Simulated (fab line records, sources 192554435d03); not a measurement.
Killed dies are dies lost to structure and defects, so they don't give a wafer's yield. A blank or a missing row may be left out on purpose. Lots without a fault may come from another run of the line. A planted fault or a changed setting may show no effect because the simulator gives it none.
Chamber matching | flow n5_finfet | N5_BEOL_M3_STRIP_66 on rie_diel-02: 4 sister chambers
The step strips in CF4. 8 wafers are shown with their chamber, then 8 later ones without.

WAFERS WITH THEIR CHAMBER
wafer  | chamber | drypump_motor_current_A (A) | oes_product_au (a.u.)
L076.5 | 2       | 5.9                         | 0.70
L076.6 | 3       | 6.2                         | 0.68
L079.2 | 2       | 5.9                         | 0.70
L087.4 | 0       | 5.2                         | 0.69
L089.1 | 3       | 6.3                         | 0.68
L089.3 | 1       | 6.3                         | 0.80
L089.6 | 1       | 6.3                         | 0.79
L090.2 | 0       | 5.2                         | 0.69

WAFERS WITHOUT THEIR CHAMBER
wafer  | drypump_motor_current_A (A) | oes_product_au (a.u.)
L090.3 | 6.3                         | 0.79
L090.5 | 5.9                         | 0.94
L093.2 | 5.9                         | 0.91
L093.5 | 5.9                         | 0.91
L093.6 | 6.2                         | 0.66
L097.1 | 5.2                         | 0.95
L097.3 | 5.2                         | 0.95
L097.4 | 5.2                         | 0.95

WHICH CHAMBER EACH WENT THROUGH
wafer  | from the rows above | in truth
L090.3 | 1                   | 1
L090.5 | 1                   | 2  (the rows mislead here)
L093.2 | 1                   | 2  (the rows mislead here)
L093.5 | 1                   | 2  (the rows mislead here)
L093.6 | 3                   | 3
L097.1 | 1                   | 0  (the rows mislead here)
L097.3 | 1                   | 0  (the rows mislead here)
L097.4 | 1                   | 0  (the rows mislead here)
Placed correctly: 2 of 8. Can't be placed from these rows: 0. Placed wrongly: 6.
How it was worked out, from the rows above alone: a wafer's distance from a chamber is the root of the sum, over the readings, of the square of ((its reading less the chamber's mean) divided by the reading's scatter). The wafer belongs to the nearest chamber; if the next one is less than 2 further off, it can't be placed. A chamber's mean is the mean of its shown wafers. The scatter: the root of (the sum of the squares of (reading less its chamber's mean) over the shown wafers, divided by (wafers less chambers)).
